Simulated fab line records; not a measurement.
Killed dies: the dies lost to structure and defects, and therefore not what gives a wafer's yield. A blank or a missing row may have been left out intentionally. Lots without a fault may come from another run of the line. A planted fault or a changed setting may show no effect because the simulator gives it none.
fab line records	flow n5_finfet	part 1 of 2: steps 1 to 4 of 6
[record] lots = 23	wafers = 69	last_day = 20
route steps=1938 shown GATE_CUT@473 MOL_CONTACT_COAG@539
lots with no fault: from the same line, run without faults
start_h: the number of hours between the record's first day and the start of the first shown wafer of the lot	wait_h: hours from the lot's prior step to this one	" same as the row above	L1.1+2: a single row standing in for several wafers	- no value present, or no start provided	* or withheld: withheld	< > ~ a bound
route shown NAME@n: a module of which the file shows steps, and the number in the route of the first	usual: average and standard deviation across the fault-free wafers	same: alike in all rows	chamber/n: place in a boat	sites: readings site by site	_std_site: standard deviation across them	_edge_site: mean of outer sites minus mean of inner sites	radius_mm: for every site, how far away it sits from the centre of the wafer	mask NAME#n: copy n	behind: tool/chamber where the wafer was last shaped	hold: reason for holding the lot/hours on hold/outcome of the hold	device: the transistor (n, p or np) that didn't switch	end of line: tests run on the same wafers once the route is complete	for a step that has no rows: nothing shown but its recipe	killed: at the first sort, the dies lost to defects and structure; wafer yield is something else	map: dies across one wafer; x = killed, . = not, _ = none there
set.NAME: the run value of the setting; set.NAME@STEP: its run value at that earlier step	model.NAME: the simulator's own value behind a step, which no gauge read
route steps across a sampled set of lots; one table per step, one row per wafer
services: from which hour (start_h, from the record's first day; less than 0 if before it) a tool's chamber was out of use, for how many hours, and why
[[steps]]
[step N5_GATE_CUT_SAC_CAP_01]
[recipe] material = SiNx	target_thk_a = 240	temp_c = 400	ald_precursor_family = SiH2I2	ald_co_reactant = N2/H2-plasma	pulse_time_s = 1	ald_cycles = 480	purge_time_s = 2	co_reactant_purge_time_s = 2	pressure_torr = 2
[usual] heater_power_w = 825/78	precursor_pulse_height_rel = 0.998/0.021
lot.wafer	tool	chamber	start_h	wait_h	heater_power_w	precursor_pulse_height_rel
L074.1	ald_sin-04	1	80.45	0.2	864	1.019
L074.4	"	2	"	"	844	0.962
L074.6	"	0	81.53	1.3	709	0.982
L075.1	ald_sin-04	1	87.70	0.1	903	0.991
L075.4	"	2	"	"	876	1.012
L075.5	"	2	88.79	1.2	868	1.033
L077.1	ald_sin-03	3	100.30	0.6	775	0.993
L077.4	"	0	"	"	809	0.988
L077.5	"	0	101.38	1.7	796	1.016
L078.1	ald_sin-03	1	102.55	0.0	764	0.983
L078.4	"	0	"	"	813	0.989
L078.6	"	0	103.64	1.1	815	0.962
L079.4	ald_sin-03	2	112.28	0.0	982	1.028
L079.5	"	2	113.36	1.1	975	0.996
L079.6	"	3	"	"	770	1.039
L080.2	ald_sin-04	2	121.09	0.0	846	0.960
L080.3	"	0	"	"	715	0.984
L080.6	"	0	122.18	1.1	713	0.951
L081.1	ald_sin-03	1	121.60	0.0	783	0.954
L081.4	"	0	"	"	811	0.966
L081.5	"	3	122.69	1.1	785	0.986
L082.1	ald_sin-04	1	129.11	0.0	887	0.981
L082.5	"	1	130.20	1.1	898	1.011
L082.6	"	3	"	"	903	0.988
L083.1	ald_sin-02	2	136.43	0.0	845	0.980
L083.4	"	3	"	"	824	0.980
L083.6	"	3	137.51	1.1	823	0.991
L084.2	ald_sin-04	1	141.70	0.3	886	0.987
L084.3	"	0	"	"	717	1.003
L084.5	"	0	142.79	1.4	718	0.993
L086.1	ald_sin-03	1	153.88	0.0	781	1.031
L086.4	"	1	154.96	1.1	768	0.943
L086.5	"	2	"	"	934	1.017
L085.3	ald_sin-02	3	155.46	0.2	815	1.025
L085.4	"	0	"	"	718	1.009
L085.5	"	1	156.54	1.3	825	0.987
L087.4	ald_sin-04	3	161.89	0.0	902	1.001
L087.5	"	3	162.98	1.1	915	0.988
L087.6	"	0	"	"	696	1.006
L089.3	ald_sin-04	0	172.46	0.0	724	1.027
L089.4	"	3	"	"	930	1.025
L089.6	"	0	173.54	1.1	709	1.000
L088.1	ald_sin-03	1	173.18	0.0	781	0.989
L088.4	"	0	"	"	818	0.990
L088.6	"	3	174.26	1.1	786	1.016
L090.1	ald_sin-04	3	177.88	0.1	934	0.958
L090.5	"	2	178.97	1.1	893	0.992
L090.6	"	3	"	"	907	1.022
L091.2	ald_sin-04	0	187.01	1.4	705	1.015
L091.3	"	1	"	"	913	1.027
L091.4	"	2	"	"	863	1.021
L092.2	ald_sin-04	1	189.87	1.6	881	0.987
L092.4	"	2	"	"	861	0.979
L092.5	"	2	190.96	2.7	846	0.965
L093.2	ald_sin-04	3	198.24	0.0	886	1.009
L093.3	"	0	"	"	712	0.991
L093.4	"	2	"	"	860	0.990
L094.2	ald_sin-02	2	201.22	0.2	775	1.000
L094.4	"	0	"	"	703	0.986
L094.5	"	1	202.31	1.3	800	1.013
L095.1	ald_sin-02	1	208.67	0.0	778	0.982
L095.3	"	3	"	"	798	1.007
L095.6	"	1	209.76	1.1	774	0.992
L096.2	ald_sin-02	1	214.88	0.0	782	0.986
L096.4	"	2	"	"	791	0.999
L096.6	"	3	215.97	1.1	788	0.993
L097.1	ald_sin-04	2	238.32	0.2	866	0.995
L097.2	"	3	"	"	913	1.019
L097.5	"	0	239.40	1.3	724	0.992
[step N5_GATE_CUT_OVL_MEAS_14]
[recipe] points_per_wafer = 522
[usual] GATE_CUT_OVL = 0.0/0.64
lot.wafer	tool	chamber	start_h	wait_h	GATE_CUT_OVL[nm]
L074.1	overlay-02	0	83.41	0.0	0.7
L074.4	"	0	"	"	-0.2
L074.6	"	0	"	"	-1.2
L075.1	overlay-02	0	90.67	0.0	-0.2
L075.4	"	0	"	"	-0.5
L075.5	"	0	"	"	0.4
L077.1	overlay-02	0	103.46	0.0	-0.4
L077.4	"	0	"	"	-0.5
L077.5	"	0	"	"	0.7
L078.1	overlay-01	0	105.54	0.0	0.5
L078.4	"	0	"	"	-0.7
L078.6	"	0	"	"	-0.1
L079.4	overlay-01	0	115.41	0.0	-1.1
L079.5	"	0	"	"	0.7
L079.6	"	0	"	"	-0.3
L080.2	overlay-02	0	124.06	0.0	-0.2
L080.3	"	0	"	"	0.0
L080.6	"	0	"	"	0.0
L081.1	overlay-01	0	124.57	0.0	0.2
L081.4	"	0	"	"	-0.1
L081.5	"	0	"	"	1.2
L082.1	overlay-02	0	132.20	0.0	0.4
L082.5	"	0	"	"	-0.9
L082.6	"	0	"	"	-0.7
L083.1	overlay-02	0	139.55	0.0	1.0
L083.4	"	0	"	"	0.7
L083.6	"	0	"	"	0.9
L084.2	overlay-01	0	144.68	0.0	-0.7
L084.3	"	0	"	"	-0.4
L084.5	"	0	"	"	-0.9
L086.1	overlay-02	0	156.97	0.0	0.0
L086.4	"	0	"	"	0.6
L086.5	"	0	"	"	-0.6
L085.3	overlay-02	0	158.43	0.0	1.0
L085.4	"	0	"	"	0.4
L085.5	"	0	"	"	0.9
L087.4	overlay-02	0	164.87	0.0	0.0
L087.5	"	0	"	"	0.8
L087.6	"	0	"	"	-0.1
L089.3	overlay-02	0	175.45	0.0	-1.1
L089.4	"	0	"	"	0.4
L089.6	"	0	"	"	1.4
L088.1	overlay-01	0	176.14	0.0	-0.2
L088.4	"	0	"	"	-0.5
L088.6	"	0	"	"	-1.0
L090.1	overlay-01	0	180.99	0.0	0.8
L090.5	"	0	"	"	-0.2
L090.6	"	0	"	"	0.1
L091.2	overlay-02	0	189.99	0.0	-1.9
L091.3	"	0	"	"	0.6
L091.4	"	0	"	"	0.0
L092.2	overlay-02	0	192.97	0.0	0.0
L092.4	"	0	"	"	0.8
L092.5	"	0	"	"	-0.1
L093.2	overlay-01	0	201.34	0.0	-0.1
L093.3	"	0	"	"	-0.9
L093.4	"	0	"	"	-0.1
L094.2	overlay-02	0	204.19	0.0	-2.3
L094.4	"	0	"	"	-0.6
L094.5	"	0	"	"	0.2
L095.1	overlay-01	0	211.64	0.0	0.3
L095.3	"	0	"	"	0.7
L095.6	"	0	"	"	-0.7
L096.2	overlay-01	0	217.99	0.0	0.6
L096.4	"	0	"	"	-0.8
L096.6	"	0	"	"	0.2
L097.1	overlay-01	0	241.28	0.0	0.4
L097.2	"	0	"	"	-0.2
L097.5	"	0	"	"	0.0
[step N5_GATE_CUT_ETCH_36]
[recipe] chemistry = CF4	target = SiARC	target_depth_a = 130	mask_material = CAR-EUV	time_s = 21.7	ion_energy_ev = 80	pressure_mtorr = 40	source_w = 545	bias_w = 36	Ar_flow_sccm = 100	cf4_flow_sccm = 100	ends = cleared
[usual] cf4_flow_sccm = 100.0/0.33	drypump_motor_current_A = 5.8/0.56	etch_rf_on_time_s = 21.6/0.3	oes_product_au = 0.70/0.061	rf_fwd_power_W = 532.0/2	rf_vpp_V = 184.3/1.2	showerhead_plenum_p_Torr = 2.16/0.069	throttle_valve_pct = 15.46/0.17
lot.wafer	tool	chamber	start_h	wait_h	cf4_flow_sccm	drypump_motor_current_A	etch_rf_on_time_s	oes_product_au	rf_fwd_power_W	rf_hours_counter_h	rf_vpp_V	showerhead_plenum_p_Torr	throttle_valve_pct
L074.1	rie_diel-02	0	83.56	0.0	100.0	5.8	21.9	0.71	529.8	74	184.6	2.17	15.19
L074.4	"	2	"	"	100.5	6.1	21.3	0.74	533.1	36	185.7	2.18	15.54
L074.6	"	2	"	"	100.3	6.1	21.4	0.75	532.4	-	184.7	2.18	15.52
L075.1	rie_diel-02	1	91.01	0.0	99.4	6.4	21.4	0.81	534.8	5	186.5	2.28	15.39
L075.4	"	2	"	"	100.2	6.1	21.0	0.75	531.1	38	184.8	2.18	15.55
L075.5	"	1	"	"	99.4	6.4	21.3	0.81	531.8	-	186.7	2.28	15.38
L077.1	rie_diel-05	0	103.60	0.0	100.8	5.0	22.2	0.67	529.9	141	184.7	2.23	15.46
L077.4	"	2	"	"	100.4	5.3	21.7	0.83	536.2	8	184.1	2.11	15.32
L077.5	"	1	"	"	99.8	6.0	21.7	0.66	531.7	-	183.4	2.15	15.34
L078.1	rie_diel-02	1	105.69	0.0	99.9	6.4	21.4	0.81	530.2	9	184.9	2.28	15.39
L078.4	"	3	"	"	100.1	4.7	21.3	0.72	532.8	46	183.0	2.09	15.26
L078.6	"	1	"	"	99.7	6.4	21.4	0.79	531.3	-	185.9	2.28	15.40
L079.4	rie_diel-02	1	115.53	0.0	100.0	6.4	21.6	0.79	529.3	11	185.8	2.28	15.39
L079.5	"	1	"	"	99.7	6.3	21.5	0.79	529.8	-	186.4	2.28	15.40
L079.6	"	2	"	"	100.0	6.1	21.4	0.72	530.4	-	184.6	2.18	15.55
L080.2	rie_diel-06	0	124.21	0.0	100.8	6.2	21.4	0.61	529.9	208	183.4	2.12	15.48
L080.3	"	2	"	"	99.7	6.6	21.7	0.60	532.6	225	182.8	2.11	15.83
L080.6	"	3	"	"	100.2	5.8	21.8	0.70	532.7	-	183.3	2.08	15.67
L081.1	rie_diel-02	2	124.71	0.0	99.8	6.1	20.9	0.74	531.2	45	185.9	2.18	15.57
L081.4	"	0	"	"	99.4	5.8	21.8	0.71	532.2	81	183.6	2.17	15.21
L081.5	"	2	"	"	99.8	6.1	21.1	0.73	531.4	-	185.8	2.18	15.55
L082.1	rie_diel-05	2	132.35	0.0	100.0	5.3	21.6	0.80	535.0	16	183.6	2.10	15.34
L082.5	"	3	"	"	99.9	5.8	22.0	0.65	530.2	-	185.6	2.23	15.30
L082.6	"	2	"	"	99.6	5.3	21.8	0.81	535.4	-	183.9	2.10	15.35
L083.1	rie_diel-06	3	139.70	0.0	99.9	5.8	21.5	0.70	534.1	93	182.4	2.08	15.66
L083.4	"	0	"	"	99.7	6.2	21.5	0.61	530.2	-	184.1	2.12	15.49
L083.6	"	1	"	"	100.6	5.3	21.6	0.70	528.8	-	182.8	2.08	15.48
L084.2	rie_diel-05	2	144.82	0.0	99.5	5.3	22.0	0.79	536.5	20	182.8	2.10	15.34
L084.3	"	3	"	"	100.4	5.8	22.4	0.65	535.3	133	186.2	2.23	15.31
L084.5	"	2	"	"	100.2	5.3	21.9	0.79	536.3	-	183.6	2.10	15.36
L086.1	rie_diel-02	1	157.11	0.0	99.9	6.4	21.4	0.77	532.3	20	182.8	2.28	15.41
L086.4	"	2	"	"	100.1	6.1	21.1	0.72	527.1	53	183.5	2.18	15.58
L086.5	"	3	"	"	99.8	4.7	21.1	0.72	533.0	-	184.3	2.09	15.28
L085.3	rie_diel-02	0	158.57	0.0	100.2	5.7	21.9	0.70	531.7	88	184.4	2.16	15.22
L085.4	"	2	"	"	100.3	6.1	21.3	0.72	533.3	53	185.7	2.17	15.59
L085.5	"	0	"	"	99.9	5.8	21.7	0.69	530.9	-	183.2	2.16	15.23
L087.4	rie_diel-02	0	165.00	0.0	99.9	5.8	21.9	0.69	531.4	90	183.5	2.16	15.23
L087.5	"	3	"	"	99.7	4.8	21.5	0.71	533.1	-	184.6	2.08	15.30
L087.6	"	0	"	"	99.7	5.8	22.2	0.69	530.8	-	185.1	2.16	15.22
L089.3	rie_diel-06	1	175.64	0.0	100.7	5.2	21.7	0.70	534.3	86	184.5	2.08	15.49
L089.4	"	2	"	"	100.0	6.6	21.8	0.60	534.6	232	183.6	2.11	15.84
L089.6	"	2	"	"	100.0	6.6	21.8	0.60	533.9	-	183.0	2.11	15.86
L088.1	rie_diel-05	1	176.50	0.0	100.0	6.0	21.6	0.64	532.8	152	184.5	2.14	15.38
L088.4	"	2	"	"	99.8	5.3	22.0	0.78	537.0	25	184.6	2.10	15.35
L088.6	"	3	"	"	100.2	5.8	22.1	0.64	531.1	-	183.8	2.23	15.32
L090.1	rie_diel-06	3	181.73	0.0	100.4	5.8	21.9	0.67	530.5	103	183.3	2.07	15.69
L090.5	"	1	"	"	100.4	5.2	21.8	0.69	530.3	-	183.6	2.08	15.50
L090.6	"	2	"	"	100.2	6.6	21.6	0.60	533.7	-	184.0	2.11	15.85
L091.2	rie_diel-06	2	190.24	0.0	100.0	6.6	21.5	0.59	530.5	237	183.3	2.11	15.87
L091.3	"	3	"	"	100.3	5.8	21.7	0.68	529.3	106	181.7	2.07	15.70
L091.4	"	1	"	"	100.0	5.2	21.6	0.70	532.9	91	183.0	2.08	15.50
L092.2	rie_diel-06	0	193.11	0.0	100.3	6.2	21.6	0.60	533.9	228	183.2	2.12	15.53
L092.4	"	1	"	"	100.5	5.2	21.5	0.70	531.6	93	183.3	2.08	15.51
L092.5	"	1	"	"	100.1	5.2	21.5	0.69	532.1	-	183.5	2.08	15.50
L093.2	rie_diel-05	3	201.48	0.0	99.9	5.8	22.1	0.63	535.4	151	184.5	2.22	15.33
L093.3	"	1	"	"	100.2	6.0	21.8	0.63	530.6	161	184.8	2.14	15.40
L093.4	"	0	"	"	100.2	5.0	22.1	0.65	533.2	165	184.4	2.22	15.49
L094.2	rie_diel-02	2	204.33	0.0	100.0	6.1	21.2	0.70	533.2	72	184.7	2.17	15.61
L094.4	"	2	"	"	99.9	6.1	21.2	0.70	533.2	-	183.9	2.17	15.62
L094.5	"	1	"	"	99.9	6.4	21.5	0.74	529.4	-	185.1	2.27	15.44
L095.1	rie_diel-05	2	211.87	0.0	100.8	5.3	21.9	0.76	537.0	38	182.5	2.10	15.40
L095.3	"	0	"	"	99.7	5.0	22.2	0.63	532.2	169	184.4	2.22	15.51
L095.6	"	3	"	"	100.2	5.8	22.1	0.63	532.3	-	184.3	2.22	15.33
L096.2	rie_diel-06	2	218.65	0.0	99.9	6.6	21.7	0.59	530.1	245	183.9	2.11	15.87
L096.4	"	0	"	"	99.9	6.2	21.4	0.60	531.9	235	184.2	2.11	15.53
L096.6	"	2	"	"	99.4	6.6	21.5	0.60	529.7	-	184.8	2.11	15.86
L097.1	rie_diel-02	0	241.43	0.0	100.1	5.8	21.9	0.68	532.5	111	183.7	2.16	15.29
L097.2	"	3	"	"	99.7	4.8	21.4	0.70	533.0	79	184.6	2.08	15.35
L097.5	"	2	"	"	100.0	6.1	21.4	0.68	533.7	-	183.7	2.16	15.63
[step N5_MOL_CONTACT_COAG_STRIP_98]
[recipe] chemistry = N2/H2	power_w = 500	temp_c = 40	pressure_mtorr = 50	rf_frequency_hz = 6e+07	overash_fraction = 0.3	bias_power_w = 8	h2_frac = 0.5	n2_flow_sccm = 300	h2_flow_sccm = 300
[usual] drypump_motor_current_A = 5.6/0.53	oes_product_au = 0.84/0.093	rf_vpp_V = 54.6/1.4	showerhead_plenum_p_Torr = 3.41/0.14	temp_c = 39.99/0.11	throttle_valve_pct = 18.90/0.27
lot.wafer	tool	chamber	start_h	wait_h	drypump_motor_current_A	oes_product_au	rf_hours_counter_h	rf_vpp_V	showerhead_plenum_p_Torr	temp_c	throttle_valve_pct
L074.1	rie_diel-03	2	87.78	0.0	5.3	0.74	175	54.7	3.22	39.96	19.23
L074.4	"	0	"	"	5.5	0.69	222	51.8	3.31	39.94	18.61
L074.6	"	3	"	"	4.8	0.74	-	55.0	3.48	40.00	19.45
L075.1	rie_diel-04	2	95.27	0.0	6.1	0.85	65	53.9	3.40	40.04	18.60
L075.4	"	2	"	"	6.1	0.83	-	56.3	3.40	40.07	18.60
L075.5	"	3	"	"	6.0	0.69	-	56.0	3.18	39.96	18.98
L077.1	rie_diel-01	3	108.10	0.0	6.3	0.96	7	55.9	3.31	39.96	18.99
L077.4	"	1	"	"	5.1	0.92	14	54.0	3.57	40.10	18.78
L077.5	"	3	"	"	6.3	0.96	-	53.1	3.31	39.94	18.96
L078.1	rie_diel-01	3	109.74	0.0	6.3	0.94	8	55.5	3.31	40.01	18.99
L078.4	"	1	"	"	5.1	0.93	15	56.0	3.57	39.82	18.72
L078.6	"	0	"	"	5.7	0.82	-	54.1	3.39	39.81	18.54
L079.4	rie_diel-03	3	119.61	0.0	4.9	0.72	187	54.8	3.47	40.03	19.50
L079.5	"	1	"	"	6.5	0.91	-	56.0	3.57	40.20	18.97
L079.6	"	2	"	"	5.3	0.73	-	56.8	3.22	39.81	19.24
L080.2	rie_diel-03	0	128.41	0.0	5.5	0.69	236	56.8	3.30	39.83	18.61
L080.3	"	3	"	"	4.8	0.73	189	55.4	3.47	40.05	19.49
L080.6	"	1	"	"	6.5	0.91	-	53.7	3.57	39.89	18.93
L081.1	rie_diel-03	1	129.54	0.0	6.5	0.89	38	54.0	3.57	39.93	18.94
L081.4	"	0	"	"	5.5	0.69	-	55.9	3.30	40.27	18.62
L081.5	"	1	"	"	6.5	0.90	-	57.7	3.57	40.02	18.92
L082.1	rie_diel-03	3	137.10	0.0	4.9	0.72	193	55.2	3.47	39.85	19.52
L082.5	"	3	"	"	4.8	0.73	-	52.9	3.47	39.87	19.50
L082.6	"	0	"	"	5.6	0.68	-	57.1	3.30	40.02	18.60
L083.1	rie_diel-03	3	143.94	0.0	4.9	0.73	196	55.3	3.46	39.97	19.51
L083.4	"	1	"	"	6.5	0.89	42	52.5	3.57	39.90	18.94
L083.6	"	1	"	"	6.5	0.89	-	52.4	3.57	39.92	18.93
L084.2	rie_diel-04	0	149.00	0.0	5.4	0.91	27	54.9	3.29	39.87	18.74
L084.3	"	2	"	"	6.1	0.83	82	55.9	3.39	39.76	18.65
L084.5	"	3	"	"	6.0	0.69	-	53.5	3.18	40.03	19.01
L086.1	rie_diel-03	2	161.36	0.0	5.3	0.73	193	54.6	3.21	40.00	19.21
L086.4	"	0	"	"	5.5	0.68	249	54.9	3.29	39.98	18.65
L086.5	"	0	"	"	5.5	0.67	-	54.1	3.29	39.91	18.63
L085.3	rie_diel-01	3	162.63	0.0	6.3	0.91	23	53.6	3.30	39.96	19.03
L085.4	"	1	"	"	5.1	0.90	30	55.9	3.57	40.05	18.78
L085.5	"	1	"	"	5.1	0.90	-	53.9	3.57	40.01	18.78
L087.4	rie_diel-04	2	169.39	0.0	6.1	0.81	86	53.6	3.38	39.86	18.61
L087.5	"	1	"	"	5.1	0.90	-	56.6	3.58	40.07	18.99
L087.6	"	2	"	"	6.1	0.81	-	53.4	3.38	39.95	18.67
L089.3	rie_diel-03	2	180.08	0.0	5.3	0.72	-	54.1	3.21	39.85	19.25
L089.4	"	1	"	"	6.5	0.86	-	52.7	3.56	40.00	18.94
L089.6	"	2	"	"	5.3	0.72	-	53.0	3.21	40.03	19.25
L088.1	rie_diel-01	2	181.78	0.0	5.4	0.92	20	54.4	3.57	40.02	18.67
L088.4	"	1	"	"	5.2	0.88	36	55.1	3.56	39.91	18.78
L088.6	"	3	"	"	6.3	0.89	-	52.3	3.29	40.02	18.99
L090.1	rie_diel-04	2	185.93	0.0	6.1	0.81	93	54.5	3.38	40.01	18.65
L090.5	"	2	"	"	6.2	0.80	-	53.5	3.38	40.04	18.63
L090.6	"	0	"	"	5.3	0.88	-	55.5	3.29	39.94	18.78
L091.2	rie_diel-04	1	195.11	0.0	5.1	0.89	29	56.3	3.57	39.84	18.99
L091.3	"	0	"	"	5.3	0.87	44	56.9	3.29	39.84	18.77
L091.4	"	2	"	"	6.1	0.79	-	56.4	3.38	40.14	18.65
L092.2	rie_diel-01	2	197.30	0.0	5.3	0.92	26	54.6	3.56	39.98	18.71
L092.4	"	0	"	"	5.8	0.80	100	56.5	3.37	40.03	18.60
L092.5	"	1	"	"	5.1	0.88	-	54.1	3.56	39.83	18.80
L093.2	rie_diel-04	1	205.81	0.0	5.1	0.88	33	56.1	3.57	40.04	18.99
L093.3	"	2	"	"	6.2	0.79	101	57.8	3.38	40.27	18.66
L093.4	"	3	"	"	6.0	1.00	2	54.3	3.58	40.06	18.66
L094.2	rie_diel-04	3	208.55	0.0	6.1	0.98	2	52.4	3.57	40.07	18.67
L094.4	"	1	"	"	5.1	0.86	34	53.5	3.57	40.09	19.02
L094.5	"	2	"	"	6.1	0.80	-	53.5	3.38	39.93	18.65
L095.1	rie_diel-03	0	216.42	0.0	5.5	0.95	13	54.8	3.29	39.97	18.27
L095.3	"	3	"	"	4.9	0.72	213	55.2	3.46	39.99	19.53
L095.6	"	3	"	"	4.9	0.72	-	54.6	3.46	40.05	19.52
L096.2	rie_diel-04	0	222.83	0.0	5.3	0.85	54	57.0	3.28	40.10	18.78
L096.4	"	2	"	"	6.1	0.79	106	52.9	3.37	40.04	18.66
L096.6	"	0	"	"	5.4	0.86	-	51.1	3.28	40.15	18.82
L097.1	rie_diel-04	3	246.54	0.0	6.1	0.95	17	53.2	3.57	39.91	18.69
L097.2	"	0	"	"	5.3	0.85	63	52.4	3.27	39.90	18.82
L097.5	"	1	"	"	5.1	0.85	-	56.2	3.56	39.86	19.03
